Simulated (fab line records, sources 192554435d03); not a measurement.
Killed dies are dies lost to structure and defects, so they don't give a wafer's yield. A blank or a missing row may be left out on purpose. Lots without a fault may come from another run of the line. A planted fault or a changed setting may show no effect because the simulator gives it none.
fab line records | flow n5_finfet
record lots=5 wafers=15 last_day=17
route steps=1938 shown BEOL_M1@804 BEOL_M2@841 PASSIVATION@1936
lots that met no fault: from a run of the same line without faults
start_h: hours from the record's first day to the start of the lot's first wafer shown | wait_h: hours since the lot's step before | " the same as in the row above | L1.1+2: a row that stands for several wafers | - no value, or no start given | * or withheld: withheld | < > ~ a bound
route shown NAME@n: a module of which the file shows steps, and the number in the route of the first | usual: mean/standard deviation of fault-free wafers | same: alike in all rows | chamber/n: place in a boat | sites: the reading at each site | _std_site: their standard deviation | _edge_site: outer sites' mean less inner sites' | radius_mm: how far each site lies from the wafer's centre | mask NAME#n: copy n | behind: the tool/chamber that last shaped the wafer | hold: why the lot was held/for how many hours/how that ended | device: the transistor (n, p or np) that didn't switch | end of line: the same wafers' tests at the end of the route | a step without rows: its recipe alone | killed: dies lost to structure and defects at the first sort, not the wafer's yield | map: a wafer's dies, x killed, . not, _ none there
set.NAME: the setting as run; set.NAME@STEP: as run at that earlier step | model.NAME: the simulator's own value behind a step, which no gauge read
lots at some steps of the route; a table a step, a row a wafer
services: from which hour (start_h, from the record's first day; less than 0 if before it) a tool's chamber was out of use, for how many hours, and why
## steps
# step N5_BEOL_M1_HM_STRIP_39
# recipe chemistry=peroxide_tin_strip material=TiN target_depth_a=250 temp_c=50 time_s=158
# step N5_BEOL_M1_SRD_40
# recipe time_s=30 temp_c=23 rinse_liquid=diw dry=ipa_marangoni
# step N5_BEOL_M1_PRECLEAN_42
# recipe chemistry=residue_remover time_s=60 temp_c=40
# step N5_BEOL_M1_SRD_43
# recipe time_s=30 temp_c=23 rinse_liquid=diw dry=ipa_marangoni
# step N5_BEOL_M1_CD_MEAS_35
# recipe target_cd_nm=18 target_cd_y_nm=21 polarity=opening
# usual cd_nm=18.2/0.33
# columns lot.wafer tool chamber start_h wait_h cd_nm
L987.2 cd_sem-03 - 134.47 0.0 18.7
L987.3 " - " " 18.3
L987.5 " - " " 18.3
L990.3 cd_sem-03 - 141.10 0.0 18.2
L990.5 " - " " 18.9
L990.6 " - " " 17.8
L997.2 cd_sem-02 - 185.02 0.0 18.1
L997.4 " - " " 17.8
L997.6 " - " " 18.0
L101.2 cd_sem-03 - 211.01 0.0 17.9
L101.3 " - " " 18.2
L101.6 " - " " 18.0
L989.1 cd_sem-01 - 248.33 0.0 17.3
L989.4 " - " " 18.3
L989.6 " - " " 17.7
# step N5_BEOL_M1_DEGAS_44
# recipe ambient=vacuum temp_c=250 time_s=60
# step N5_BEOL_M1_PRE_CLEAN_45
# recipe gas=H2/He time_s=30 temp_c=250
# step N5_BEOL_M1_ALD_84
# recipe material=TaN target_thk_a=* temp_c=275 ald_precursor_family=PDMAT ald_co_reactant=NH3 pressure_torr=3 carrier_flow_sccm=1500 pulse_time_s=2 purge_time_s=3 co_reactant_purge_time_s=2 co_reactant_pulse_time_s=3 ald_cycles=30 precursor_vessel_temp_c=75 precursor_vessel_pressure_torr=26.25 precursor_vessel_carrier_sccm=1000
# step N5_BEOL_M1_SURFACE_TREAT_85
# recipe gas=Ar time_s=* ion_energy_ev=* ion_current_ma_cm2=0.5 pressure_mtorr=* ar_flow_sccm=30
# step N5_BEOL_M1_CVD_47
# recipe material=Co target_thk_a=30 temp_c=withheld precursor=CCTBA/H2 pressure_torr=30 time_s=223.8
# step N5_BEOL_M1_SPUTTER_48
# recipe material=Cu target_thk_a=45 temp_c=-20 chamber_pressure_pa=0.07 power_w=withheld time_s=8.29
# usual chuck_gas_flow_sccm=1.26/0.056 chuck_sensor_temp_C=-15.9/0.54 susceptor_temp_C=-19.99/0.091 throttle_valve_pct=29.5/1.2
# columns lot.wafer tool chamber start_h wait_h chuck_gas_flow_sccm chuck_sensor_temp_C susceptor_temp_C throttle_valve_pct
L987.2 pvd_sputter-02 - 135.69 0.2 1.23 -16.2 -19.97 29.5
L987.3 " - " " 1.19 -16.2 -20.14 30.2
L987.5 " - " " 1.24 -16.1 -19.96 29.6
L990.3 pvd_sputter-02 - 141.87 0.1 1.35 -16.6 -19.96 31.4
L990.5 " - " " 1.21 -16.3 -20.10 29.7
L990.6 " - " " 1.24 -15.8 -19.93 29.8
L997.2 pvd_sputter-03 - 187.33 0.2 1.38 -15.5 -20.19 28.1
L997.4 " - " " 1.16 -15.3 -20.02 30.6
L997.6 " - " " 1.11 -16.7 -19.95 27.5
L101.2 pvd_sputter-03 - 211.96 0.2 1.26 -15.6 -19.79 29.1
L101.3 " - " " 1.26 -15.6 -20.09 28.2
L101.6 " - " " 1.28 -15.3 -20.05 28.5
L989.1 pvd_sputter-02 - 249.39 0.2 1.21 -16.2 -19.83 29.7
L989.4 " - " " 1.30 -15.8 -20.03 29.6
L989.6 " - " " 1.33 -15.6 -19.99 30.0
# step N5_BEOL_M1_ANNEAL_49
# recipe temp_c=400 time_s=240 ambient=vacuum
# step N5_BEOL_M1_SPUTTER_79
# recipe material=Cu target_thk_a=45 temp_c=-20 chamber_pressure_pa=0.07 power_w=withheld time_s=8.29
# usual chuck_gas_flow_sccm=1.27/0.049 chuck_sensor_temp_C=-15.9/0.54 susceptor_temp_C=-20.00/0.1 throttle_valve_pct=29.5/1.2
# columns lot.wafer tool chamber start_h wait_h chuck_gas_flow_sccm chuck_sensor_temp_C susceptor_temp_C throttle_valve_pct
L987.2 pvd_sputter-02 - 135.91 0.1 1.31 -16.1 -20.15 29.9
L987.3 " - " " 1.21 -15.9 -19.94 29.8
L987.5 " - " " 1.21 -16.2 -20.14 29.1
L990.3 pvd_sputter-02 - 142.09 0.1 1.30 -16.4 -19.97 31.5
L990.5 " - " " 1.30 -16.1 -20.05 29.6
L990.6 " - " " 1.28 -15.7 -20.00 29.7
L997.2 pvd_sputter-03 - 187.55 0.1 1.24 -15.3 -20.01 28.4
L997.4 " - " " 1.23 -15.3 -20.05 30.9
L997.6 " - " " 1.30 -16.6 -19.96 27.4
L101.2 pvd_sputter-03 - 212.18 0.1 1.25 -15.3 -19.99 29.2
L101.3 " - " " 1.22 -15.5 -19.98 28.3
L101.6 " - " " 1.33 -15.4 -20.07 28.2
L989.1 pvd_sputter-02 - 249.61 0.1 1.29 -16.1 -20.08 29.5
L989.4 " - " " 1.25 -15.7 -20.26 30.1
L989.6 " - " " 1.21 -15.8 -20.07 29.8
# step N5_BEOL_M1_ANNEAL_80
# recipe temp_c=400 time_s=240 ambient=vacuum
# usual heater_power_w=803/59 susceptor_temp_C=400.00/0.24
# columns lot.wafer tool chamber start_h wait_h heater_power_w susceptor_temp_C
L987.2 pvd_sputter-02 - 135.99 0.0 752 400.43
L987.3 " - " " 815 399.83
L987.5 " - " " 758 400.25
L990.3 pvd_sputter-02 - 142.17 0.0 769 399.95
L990.5 " - " " 759 399.69
L990.6 " - " " 855 400.18
L997.2 pvd_sputter-03 - 187.63 0.0 789 400.18
L997.4 " - " " 852 400.31
L997.6 " - " " 673 399.75
L101.2 pvd_sputter-03 - 212.26 0.0 893 400.06
L101.3 " - " " 811 400.08
L101.6 " - " " 804 400.30
L989.1 pvd_sputter-02 - 249.69 0.0 754 399.43
L989.4 " - " " 837 399.94
L989.6 " - " " 829 400.01
# step N5_BEOL_M1_SPUTTER_81
# recipe material=Cu target_thk_a=45 temp_c=-20 chamber_pressure_pa=0.07 power_w=withheld time_s=8.29
# step N5_BEOL_M1_ANNEAL_82
# recipe temp_c=400 time_s=240 ambient=vacuum
# step N5_BEOL_M1_SPUTTER_86
# recipe material=Cu target_thk_a=45 temp_c=-20 chamber_pressure_pa=0.07 power_w=withheld time_s=8.29
# step N5_BEOL_M1_ANNEAL_87
# recipe temp_c=400 time_s=240 ambient=vacuum
# step N5_BEOL_M1_SPUTTER_88
# recipe material=Cu target_thk_a=45 temp_c=-20 chamber_pressure_pa=0.07 power_w=withheld time_s=8.29
# step N5_BEOL_M1_ANNEAL_89
# recipe temp_c=400 time_s=240 ambient=vacuum
# step N5_BEOL_M1_SPUTTER_90
# recipe material=Cu target_thk_a=45 temp_c=-20 chamber_pressure_pa=0.07 power_w=withheld time_s=8.29
# step N5_BEOL_M1_ANNEAL_91
# recipe temp_c=400 time_s=240 ambient=vacuum
# step N5_BEOL_M1_SPUTTER_92
# recipe material=Cu target_thk_a=45 temp_c=-20 chamber_pressure_pa=0.07 power_w=withheld time_s=8.29
# step N5_BEOL_M1_ANNEAL_93
# recipe temp_c=400 time_s=240 ambient=vacuum
# step N5_BEOL_M1_SPUTTER_94
# recipe material=Cu target_thk_a=45 temp_c=-20 chamber_pressure_pa=0.07 power_w=withheld time_s=8.29
# step N5_BEOL_M1_ANNEAL_95
# recipe temp_c=400 time_s=240 ambient=vacuum
# usual heater_power_w=801/59 susceptor_temp_C=399.99/0.21
# columns lot.wafer tool chamber start_h wait_h heater_power_w susceptor_temp_C
L987.2 pvd_sputter-02 - 137.31 0.0 773 399.78
L987.3 " - " " 826 399.81
L987.5 " - " " 756 399.99
L990.3 pvd_sputter-02 - 143.49 0.0 766 399.70
L990.5 " - " " 746 400.04
L990.6 " - " " 843 400.12
L997.2 pvd_sputter-03 - 188.95 0.0 789 400.16
L997.4 " - " " 852 400.23
L997.6 " - " " 672 400.28
L101.2 pvd_sputter-03 - 213.58 0.0 873 399.89
L101.3 " - " " 792 399.79
L101.6 " - " " 822 399.35
L989.1 pvd_sputter-02 - 251.01 0.0 735 400.10
L989.4 " - " " 831 399.65
L989.6 " - " " 832 399.63
# step N5_BEOL_M1_SPUTTER_96
# recipe material=Cu target_thk_a=45 temp_c=-20 chamber_pressure_pa=0.07 power_w=withheld time_s=8.29
# step N5_BEOL_M1_ECD_50
# recipe material=Cu target_thk_a=3000
# step N5_BEOL_M1_ANNEAL_51
# recipe temp_c=225 time_s=90 ambient=N2
# usual anneal_temp_c_max=226.17/0.27 wafer_temp_C_max=226.0/0.31
# columns lot.wafer tool chamber start_h wait_h anneal_temp_c_max wafer_temp_C_max
L987.2 rtp_anneal-01 0 137.69 0.1 226.07 226.0
L987.3 " 0 " " 226.12 226.0
L987.5 " 0 " " 225.78 226.2
L990.3 rtp_anneal-02 0 144.03 0.2 225.85 226.0
L990.5 " 0 " " 225.89 225.9
L990.6 " 0 " " 225.94 225.8
L997.2 rtp_anneal-01 0 189.59 0.4 226.51 226.3
L997.4 " 0 " " 225.88 225.8
L997.6 " 0 " " 226.31 226.1
L101.2 rtp_anneal-02 0 213.96 0.1 225.87 225.7
L101.3 " 0 " " 226.00 225.8
L101.6 " 0 " " 226.04 226.0
L989.1 rtp_anneal-02 0 251.35 0.1 226.22 226.3
L989.4 " 0 " " 225.79 225.9
L989.6 " 0 " " 226.16 226.3
# step N5_BEOL_M1_CMP_52
# recipe stop_on=SiOC t_overpolish_s=6.8 down_force_psi=1 platen_rpm=50 clearing_platen_down_force_psi=1.5 clearing_platen_rpm=50 post_cmp_clean=cu_alkaline target_thk_nm=40 clearing_platen_pad_velocity_m_s=0.99484 pad_velocity_m_s=0.99484
# step N5_BEOL_M1_PRE_CLEAN_60
# recipe gas=NH3/H2 time_s=15 temp_c=* rf_power_w=300
# step N5_BEOL_M1_CO_CAP_55
# recipe material=Co target_thk_a=20 temp_c=200 precursor=CCTBA/H2 pressure_torr=30 time_s=102.1
# step N5_BEOL_M1_PRE_CLEAN_56
# recipe gas=NH3 time_s=15 temp_c=withheld rf_power_w=300
# step N5_BEOL_M1_DEP_57
# recipe material=SiCN target_thk_a=80 temp_c=withheld precursor=3MS/NH3 pressure_torr=3 rf_w=202 time_s=14
# usual showerhead_plenum_p_Torr=3.661/0.011 throttle_valve_pct=8.9/0.43
# columns lot.wafer tool chamber start_h wait_h showerhead_plenum_p_Torr since_wet_clean_h throttle_valve_pct
L987.2 pecvd-01 1 138.59 0.0 3.663 1930 9.1
L987.3 " 0 " " 3.691 1205 9.3
L987.5 " 0 " " 3.683 - 9.2
L990.3 pecvd-03 2 144.74 0.0 3.659 2117 8.7
L990.5 " 2 " " 3.645 - 8.6
L990.6 " 1 " " 3.660 - 8.6
L997.2 pecvd-03 1 190.34 0.0 3.669 1438 9.0
L997.4 " 2 " " 3.652 - 8.8
L997.6 " 0 " " 3.656 - 9.3
L101.2 pecvd-02 0 214.70 0.0 3.660 919 9.2
L101.3 " 1 " " 3.654 1644 8.8
L101.6 " 2 " " 3.669 - 8.2
L989.1 pecvd-02 2 252.13 0.0 3.663 202 8.2
L989.4 " 2 " " 3.660 - 8.3
L989.6 " 1 " " 3.651 - 9.2
# step N5_BEOL_M1_RS_MEAS_58
# recipe thk_meas_gauge=four-point-probe reads=Co_of_BEOL_M1_CO_CAP_55+Cu_of_BEOL_M1_ECD_50+Co_of_BEOL_M1_CVD_47+TaN_of_BEOL_M1_ALD_84
# usual M1_RS=0.66/0.033
# columns lot.wafer tool chamber start_h wait_h M1_RS[ohm/sq]
L987.2 film_metro-01 - 138.66 0.1 0.66
L987.3 " - " " 0.74
L987.5 " - " " 0.66
L990.3 film_metro-01 - 144.80 0.1 0.62
L990.5 " - " " 0.63
L990.6 " - " " 0.61
L997.2 film_metro-01 - 190.40 0.1 0.71
L997.4 " - " " 0.69
L997.6 " - " " 0.68
L101.2 film_metro-02 - 214.77 0.1 0.62
L101.3 " - " " 0.67
L101.6 " - " " 0.63
L989.1 film_metro-02 - 252.20 0.0 0.67
L989.4 " - " " 0.68
L989.6 " - " " 0.67
# step N5_BEOL_M2_ILD_DEP_00
# recipe material=SiOC target_thk_a=790 temp_c=350 precursor=DEMS/O2 pressure_torr=5 rf_w=500 time_s=15.3
# step N5_BEOL_M2_THK_MEAS_01
# recipe reads=SiOC_of_BEOL_M2_ILD_DEP_00
# usual M2_ILD_THK=78.9/1.1
# columns lot.wafer tool chamber start_h wait_h M2_ILD_THK[nm]
L987.2 film_metro-02 - 138.79 0.1 78.4
L987.3 " - " " 79.1
L987.5 " - " " 79.9
L990.3 film_metro-02 - 144.93 0.1 78.4
L990.5 " - " " 79.0
L990.6 " - " " 79.7
L997.2 film_metro-01 - 190.53 0.1 78.7
L997.4 " - " " 79.9
L997.6 " - " " 79.6
L101.2 film_metro-01 - 214.90 0.1 78.0
L101.3 " - " " 77.8
L101.6 " - " " 78.5
L989.1 film_metro-01 - 252.33 0.0 80.4
L989.4 " - " " 81.1
L989.6 " - " " 80.5
# step N5_BEOL_M2_PECVD_72
# recipe material=SiO2 target_thk_a=160 temp_c=400 precursor=TEOS/O2 pressure_torr=5.5 rf_w=450 teos_flow_sccm=53.8 gas=O2 flow_sccm=3000 time_s=18
# step N5_BEOL_M2_HM_DEP_02
# recipe material=TiN target_thk_a=200 temp_c=25 chamber_pressure_pa=0.49996
# step N5_BEOL_M2_COAT_61
# recipe resist=SOC temp_c=250 time_s=60 spin_rpm=1500 resist_thk_nm=60
# step N5_PASSIVATION_PROBE_49
# usual defect_limited_yield=91.0/1.3 killed_at_M0_to_M3=33/10 killed_at_M4_up=14/5.6 killed_at_contacts=12/5.8 killed_at_front_end=43/11 killed_at_other=4.1/2.8 killed_dies=106/15 killed_open=70/12 killed_short=34/7.5 sort_bin_5_function=5.3/0.88 sort_bin_6_memory=3.3/0.64 sort_n_pass=1074/15 sort_yield_pct=91.0/1.3
# same gross_dies=1180 killed_at_back_side=0 sort_bin_4_leakage[%]=0 sort_bin_8_speed[%]=0
# columns lot.wafer tool chamber start_h wait_h defect_limited_yield[%] killed_at_M0_to_M3 killed_at_M4_up killed_at_contacts killed_at_front_end killed_at_other killed_dies killed_open killed_short sort_bin_5_function[%] sort_bin_6_memory[%] sort_n_pass sort_yield_pct[%]
L987.2 prober-01 - 272.22 0.1 93.1 24 17 7 28 6 82 58 24 4.1 2.5 1098 93.1
L987.3 prober-01 - 272.27 0.1 93.8 12 15 20 23 3 73 44 26 3.6 2.3 1107 93.8
L987.5 prober-01 - 272.37 0.2 90.9 20 19 20 38 10 107 73 34 5.4 3.6 1073 90.9
L990.3 prober-01 - 292.30 0.1 91.8 38 10 9 39 1 97 66 29 4.6 3.0 1083 91.8
L990.5 prober-01 - 292.40 0.2 91.4 23 12 8 55 4 102 69 31 5.5 3.0 1078 91.4
L990.6 prober-01 - 292.45 0.3 91.8 26 16 17 33 5 97 59 35 4.9 3.1 1083 91.8
L997.2 prober-02 - 341.36 0.1 90.5 41 14 3 48 6 112 76 34 5.3 4.1 1068 90.5
L997.4 prober-02 - 341.46 0.2 90.3 27 23 13 48 3 114 79 34 5.6 3.5 1066 90.3
L997.6 prober-02 - 341.56 0.3 89.2 44 15 7 53 8 127 82 39 6.5 3.4 1053 89.2
L101.2 prober-01 - 364.91 0.1 91.4 33 13 9 41 6 102 75 27 5.2 3.2 1078 91.4
L101.3 prober-01 - 364.96 0.1 90.7 31 4 14 52 9 110 69 40 5.2 3.7 1070 90.7
L101.6 prober-01 - 365.11 0.3 94.4 10 6 10 37 3 66 42 23 3.3 1.9 1114 94.4
L989.1 prober-01 - 408.06 0.0 79.3 160 19 16 48 1 244 72 42 12.6 5.7 936 79.3
L989.4 prober-01 - 408.21 0.2 90.5 22 20 10 59 1 112 79 33 6.2 3.2 1068 90.5
L989.6 prober-01 - 408.31 0.3 88.6 35 21 18 57 4 135 82 52 6.4 4.4 1045 88.6
# killed by level:class
L987.2 BEOL_M4:geometric_particle:open=11 BEOL_M0_SAQP:geometric_particle:short=7 FIN_SAQP:geometric_particle:open=6 MOL_CONTACT_COAG:geometric_particle:open=6 BEOL_M3:geometric_particle:open=5 GATE_CUT:geometric_particle:short=4 BEOL_M5:geometric_particle:open=4 PASS1_CAP:geometric_particle:open=4
L987.3 MOL_CONTACT_COAG:geometric_particle:open=17 BEOL_M4:geometric_particle:open=6 GATE_CUT:geometric_particle:short=5 FIN_SAQP:geometric_particle:short=3 STI_FIN_REVEAL:geometric_particle:open=3 MOL_CONTACT_COAG:geometric_particle:short=3 BEOL_M0_SAQP:geometric_particle:open=3 STARTING-WAFER:geometric_particle:open=3
L987.5 MOL_CONTACT_COAG:geometric_particle:open=15 FIN_SAQP:geometric_particle:open=12 BEOL_M3:geometric_particle:open=8 BEOL_M4:geometric_particle:open=8 FIN_SAQP:geometric_particle:short=6 STARTING-WAFER:geometric_particle:open=6 MOL_CONTACT_COAG:geometric_particle:short=5 BEOL_M0_SAQP:geometric_particle:open=4
L990.3 STI_FIN_REVEAL:geometric_particle:open=10 BEOL_M3:geometric_particle:open=10 BEOL_M2:geometric_particle:open=9 GATE_CUT:geometric_particle:short=6 MOL_CONTACT_COAG:geometric_particle:open=6 BEOL_M0_SAQP:geometric_particle:open=6 DUMMY_GATE:geometric_particle:open=5 FIN_SAQP:geometric_particle:open=4
L990.5 FIN_SAQP:geometric_particle:open=19 STI_FIN_REVEAL:geometric_particle:open=10 FIN_SAQP:geometric_particle:short=8 MOL_CONTACT_COAG:geometric_particle:open=7 BEOL_M2:geometric_particle:open=5 BEOL_M4:geometric_particle:open=5 BEOL_M3:geometric_particle:open=4 STARTING-WAFER:geometric_particle:open=3
L990.6 MOL_CONTACT_COAG:geometric_particle:open=14 FIN_SAQP:geometric_particle:short=11 DUMMY_GATE:geometric_particle:open=10 BEOL_M4:geometric_particle:open=7 BEOL_M0_SAQP:geometric_particle:short=5 BEOL_M2:geometric_particle:open=5 BEOL_M8:geometric_particle:open=4 BEOL_M0_SAQP:geometric_particle:open=4
L997.2 STI_FIN_REVEAL:geometric_particle:open=16 BEOL_M3:geometric_particle:open=12 FIN_SAQP:geometric_particle:open=9 BEOL_M0_SAQP:geometric_particle:open=6 BEOL_M4:geometric_particle:open=6 BEOL_M0:geometric_particle:open=5 BEOL_M3:geometric_particle:short=5 FIN_SAQP:geometric_particle:short=4
L997.4 FIN_SAQP:geometric_particle:open=15 MOL_CONTACT_COAG:geometric_particle:open=11 STI_FIN_REVEAL:geometric_particle:open=9 BEOL_M4:geometric_particle:open=7 FIN_SAQP:geometric_particle:short=6 BEOL_M0:geometric_particle:open=6 GATE_CUT:geometric_particle:short=5 BEOL_M0_SAQP:geometric_particle:short=5
L997.6 FIN_SAQP:geometric_particle:open=13 BEOL_M0_SAQP:geometric_particle:short=10 FIN_SAQP:geometric_particle:short=9 STI_FIN_REVEAL:geometric_particle:open=9 BEOL_M0_SAQP:geometric_particle:open=9 BEOL_M0:geometric_particle:open=7 BEOL_M4:geometric_particle:open=7 GATE_CUT:geometric_particle:short=6
L101.2 FIN_SAQP:geometric_particle:open=14 BEOL_M0_SAQP:geometric_particle:open=9 STI_FIN_REVEAL:geometric_particle:open=8 BEOL_M0_SAQP:geometric_particle:short=8 BEOL_M4:geometric_particle:open=8 MOL_CONTACT_COAG:geometric_particle:open=7 DUMMY_GATE:geometric_particle:open=5 BEOL_M1:geometric_particle:open=5
L101.3 FIN_SAQP:geometric_particle:open=14 MOL_CONTACT_COAG:geometric_particle:open=12 FIN_SAQP:geometric_particle:short=10 BEOL_M1:geometric_particle:open=7 STI_FIN_REVEAL:geometric_particle:open=6 BEOL_M0_SAQP:geometric_particle:open=6 BEOL_M0_SAQP:geometric_particle:short=6 BEOL_M2:geometric_particle:open=5
L101.6 FIN_SAQP:geometric_particle:open=15 FIN_SAQP:geometric_particle:short=7 MOL_CONTACT_COAG:geometric_particle:open=7 STI_FIN_REVEAL:geometric_particle:open=5 BEOL_M0_SAQP:geometric_particle:open=4 STARTING-WAFER:geometric_particle:short=4 MOL_CONTACT_COAG:geometric_particle:short=3 BEOL_M0_SAQP:geometric_particle:short=3
L989.1 BEOL_M1:unspecified=129 FIN_SAQP:geometric_particle:open=15 MOL_CONTACT_COAG:geometric_particle:open=12 BEOL_M0_SAQP:geometric_particle:short=11 BEOL_M4:geometric_particle:open=8 STI_FIN_REVEAL:geometric_particle:open=7 FIN_SAQP:geometric_particle:short=6 BEOL_M0_SAQP:geometric_particle:open=6
L989.4 FIN_SAQP:geometric_particle:open=22 FIN_SAQP:geometric_particle:short=16 MOL_CONTACT_COAG:geometric_particle:open=10 BEOL_M3:geometric_particle:open=8 BEOL_M4:geometric_particle:open=8 STI_FIN_REVEAL:geometric_particle:open=6 GATE_CUT:geometric_particle:open=3 GATE_CUT:geometric_particle:short=3
L989.6 MOL_CONTACT_COAG:geometric_particle:open=13 STI_FIN_REVEAL:geometric_particle:open=12 BEOL_M2:geometric_particle:open=11 GATE_CUT:geometric_particle:short=9 FIN_SAQP:geometric_particle:short=8 GATE_CUT:geometric_particle:open=7 BEOL_M0_SAQP:geometric_particle:short=7 BEOL_M0_SAQP:geometric_particle:open=7
# map L989.1 (x killed, . not)
_________________.......xx...________________
______________..............x..._____________
___________.x.........x....x.......__________
__________...........x....x........._________
________.x....................x......._______
_______.x....x.xx.....x...........x...x______
______..x...x..............x...x.x......_____
_____................................x...____
____.xxx..................x..........x....___
___.............xx.......x.................__
___........x..............................x__
__............x.........................x..._
__.........xx....x....x......x.x...........x_
_........x....x......x......x.xx.............
_........xx....x.......x.x...x....x...x......
_.......x.x....................x..xx.........
_..x.....x.....................x..x.xxx...x..
_...x...........................xxxxxxx.x....
_......x..x................x.xxxxxxxxxxxx..x.
_..x.x.....x............x.xx.xxxxxxxxxxx.x..x
_.....x.....................x.xxxxxxxxxxxx...
__...........x.x............xxxxxxxxxxxxxx.x_
__..................x...x..xx..xxxxxxxxxx..._
___.x...........x.....x.x..xxxxxxxxxxxxx.x.__
___...x..................x.xxxxxxxxxxxx.xx.__
____...........x...............xxxxxxxxxxx___
_____..................x..x.x..xxxxxxxx.x____
______........x.x.x..x...x....xxx..xxx.x_____
_______.........x......x..........xx.x.______
________.......x..x......x.....x..x..._______
__________....................x...x._________
___________.........x..............__________
______________........xx..x....._____________
_________________............________________
# map L990.5 (x killed, . not)
_________________.x.......x.x________________
______________.................x_____________
___________...x.....x......x.....x.__________
__________....x....................._________
________....x......................x.._______
_______.....................x.....x....______
______.................................._____
_____x............x...............x......____
____...........x..x...x.........x.........___
___....x.............x............x........__
___...................................x....__
__.x....................x.x................._
__....................x....x................_
_.x....x...................x......x..........
_.......x.................x..................
_...xxx..........x.....x......x......x.......
_....x...........x.........x.....x..x...x....
_x....x.............................x........
_x....x..x..................x................
_.x..x..........x....x.x.........x.x........x
_......x.x......................x......x.x...
__x.............x......................xx..._
__............x......................x......_
___....x...x.......x...x.......x.xx.....x..__
___.......................................x__
____..x.....x..............x.............x___
_____...x......................x.........____
______....x.............x.....x........._____
_______..........................x.....______
________..........................x..._______
__________...................x.....x_________
___________......x.......x.x.......__________
______________......x.x........._____________
_________________........x...________________
## services
# columns tool chamber start_h hours kind
pecvd-02 1 130.79 30.3 repair
pecvd-02 - 139.70 0.8 repair
pecvd-03 - 146.85 5.5 pm
pvd_sputter-03 - 159.89 2.5 repair
pecvd-03 - 161.70 1.3 repair
rtp_anneal-01 - 185.88 2.8 pm
pecvd-03 2 202.38 - clean
pecvd-03 2 202.38 - consumable_replace:showerhead
pecvd-03 2 202.38 29.0 scheduled_down
pecvd-03 2 202.38 29.0 vent_cycle
pecvd-03 0 230.99 13.4 repair
pecvd-03 2 233.38 2.1 scheduled_down
pecvd-01 2 237.14 7.1 repair
pecvd-03 0 252.11 5.5 scheduled_down
## key
first_sign step=N5_PASSIVATION_PROBE_49 reading=killed_at_M0_to_M3 direction=up sigmas=12 usual=33 struck=160
effect step=N5_PASSIVATION_PROBE_49 reading=killed_dies direction=up sigmas=9.1 usual=106 struck=244
more_kills_born_at N5_BEOL_M1_SPUTTER_79@pvd_sputter-02=129
met_at N5_BEOL_M1_SPUTTER_79
struck_wafers L989.1
onset_between 142.09 249.61
fault kind=chamber_particle_source tool=pvd_sputter-02 chamber=- onset_h=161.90 steps=N5_BEOL_M1_SPUTTER_79 rate_per_visit_cm2=1.0933 scope=struck_wafers_only
